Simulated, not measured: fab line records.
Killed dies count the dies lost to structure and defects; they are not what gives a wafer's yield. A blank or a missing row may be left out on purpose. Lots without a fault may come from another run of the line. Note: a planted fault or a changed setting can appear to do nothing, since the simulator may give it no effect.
The tool behind it: which one? / flow n5-finfet / 9 lots with 27 wafers sampled at 5 steps, on a route of 1938 steps

WHAT THE GAUGES READ, wafer by wafer
N5_BEOL_M4_INSPECT_59: inspects for defects (darkfield).
lot=L992; measured=day 9 12:49; on=defect-inspect-01; raw-defect-count=32 47 43
lot=L991; measured=day 9 14:08; on=defect-inspect-02; raw-defect-count=56 31 46
lot=L994; measured=day 9 18:08; on=defect-inspect-02; raw-defect-count=51 36 50
lot=L995; measured=day 9 21:10; on=defect-inspect-02; raw-defect-count=46 45 56
lot=L999; measured=day 11 17:47; on=defect-inspect-02; raw-defect-count=75 711 62
lot=L100; measured=day 11 21:01; on=defect-inspect-02; raw-defect-count=771 64 52
lot=L105; measured=day 12 20:46; on=defect-inspect-02; raw-defect-count=74 54 83
lot=L108; measured=day 14 02:10; on=defect-inspect-02; raw-defect-count=78 84 58
lot=L109; measured=day 14 02:33; on=defect-inspect-02; raw-defect-count=74 51 47

WHAT TOOL EACH LOT RAN ON (gives the tool, then ch and the chambers of the sampled wafers, and finally the start)
lot=L992; N5_BEOL_M4_ANNEAL_82=pvd-sputter-01, day 9 10:29; N5_BEOL_M4_SPUTTER_90=pvd-sputter-01, day 9 11:04; N5_BEOL_M4_ANNEAL_95=pvd-sputter-01, day 9 11:35; N5_BEOL_M4_DEP_57=pecvd-01 ch 0,2, day 9 12:43
lot=L991; N5_BEOL_M4_ANNEAL_82=pvd-sputter-02, day 9 11:47; N5_BEOL_M4_SPUTTER_90=pvd-sputter-02, day 9 12:22; N5_BEOL_M4_ANNEAL_95=pvd-sputter-02, day 9 12:53; N5_BEOL_M4_DEP_57=pecvd-04 ch 0,1, day 9 14:02
lot=L994; N5_BEOL_M4_ANNEAL_82=pvd-sputter-03, day 9 15:49; N5_BEOL_M4_SPUTTER_90=pvd-sputter-03, day 9 16:23; N5_BEOL_M4_ANNEAL_95=pvd-sputter-03, day 9 16:55; N5_BEOL_M4_DEP_57=pecvd-01 ch 0,2, day 9 18:02
lot=L995; N5_BEOL_M4_ANNEAL_82=pvd-sputter-03, day 9 18:50; N5_BEOL_M4_SPUTTER_90=pvd-sputter-03, day 9 19:25; N5_BEOL_M4_ANNEAL_95=pvd-sputter-03, day 9 19:56; N5_BEOL_M4_DEP_57=pecvd-01 ch 0,1, day 9 21:04
lot=L999; N5_BEOL_M4_ANNEAL_82=pvd-sputter-03, day 11 15:28; N5_BEOL_M4_SPUTTER_90=pvd-sputter-03, day 11 16:03; N5_BEOL_M4_ANNEAL_95=pvd-sputter-03, day 11 16:34; N5_BEOL_M4_DEP_57=pecvd-01 ch 0,1, day 11 17:41
lot=L100; N5_BEOL_M4_ANNEAL_82=pvd-sputter-01, day 11 18:42; N5_BEOL_M4_SPUTTER_90=pvd-sputter-01, day 11 19:17; N5_BEOL_M4_ANNEAL_95=pvd-sputter-01, day 11 19:48; N5_BEOL_M4_DEP_57=pecvd-01 ch 0,1,2, day 11 20:55
lot=L105; N5_BEOL_M4_ANNEAL_82=pvd-sputter-01, day 12 18:26; N5_BEOL_M4_SPUTTER_90=pvd-sputter-01, day 12 19:01; N5_BEOL_M4_ANNEAL_95=pvd-sputter-01, day 12 19:32; N5_BEOL_M4_DEP_57=pecvd-03 ch 1,2, day 12 20:40
lot=L108; N5_BEOL_M4_ANNEAL_82=pvd-sputter-03, day 13 23:50; N5_BEOL_M4_SPUTTER_90=pvd-sputter-03, day 14 00:25; N5_BEOL_M4_ANNEAL_95=pvd-sputter-03, day 14 00:56; N5_BEOL_M4_DEP_57=pecvd-03 ch 0,2, day 14 02:05
lot=L109; N5_BEOL_M4_ANNEAL_82=pvd-sputter-01, day 14 00:14; N5_BEOL_M4_SPUTTER_90=pvd-sputter-01, day 14 00:49; N5_BEOL_M4_ANNEAL_95=pvd-sputter-01, day 14 01:20; N5_BEOL_M4_DEP_57=pecvd-03 ch 0,1,2, day 14 02:28
- N5_BEOL_M4_ANNEAL_82: time 240 s.
- N5_BEOL_M4_SPUTTER_90: material Cu, target thk 4.5 nm, time 8.29 s.
- N5_BEOL_M4_ANNEAL_95: time 240 s.
- N5_BEOL_M4_DEP_57: deposits SiCN from 3MS/NH3, target thk 8 nm, time 14 s.

THE ANSWER, worked out from the rows above alone
Rule: usual is defined by the lots themselves. Put in order of their means at a reading, lots are off if they are a third of the lots or fewer, leave a main group of 4 or more, and stand apart from it by a gap of 3 or more times the standard deviation of the main group's means; of several such gaps the widest counts. Not used: any main group whose means are identical at the precision the tables above print for the reading. A lot without any number at a reading at which 4 lots or more have one is off too. All remaining lots with rows at the step are treated as sound.
Off, at N5_BEOL_M4_INSPECT_59 on raw-defect-count: L999, L100. For the main group the mean is 54 and the standard deviation 12.
A tool fits if, at a process step before that reading, it ran every lot that is off, and no sound lot after the first of them. Those tools and the gauges at N5_BEOL_M4_INSPECT_59 are tried in the same way. One fits: N5_BEOL_M4_DEP_57 on pecvd-01. Its last sound lot is L995 (day 9 21:04), its first lot that is off L999 (day 11 17:41): a fault that began between those two fits.

WHAT THE SIMULATOR HAD PUT IN
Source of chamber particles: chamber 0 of pecvd-01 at N5_BEOL_M4_DEP_57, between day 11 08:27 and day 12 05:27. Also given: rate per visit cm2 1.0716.
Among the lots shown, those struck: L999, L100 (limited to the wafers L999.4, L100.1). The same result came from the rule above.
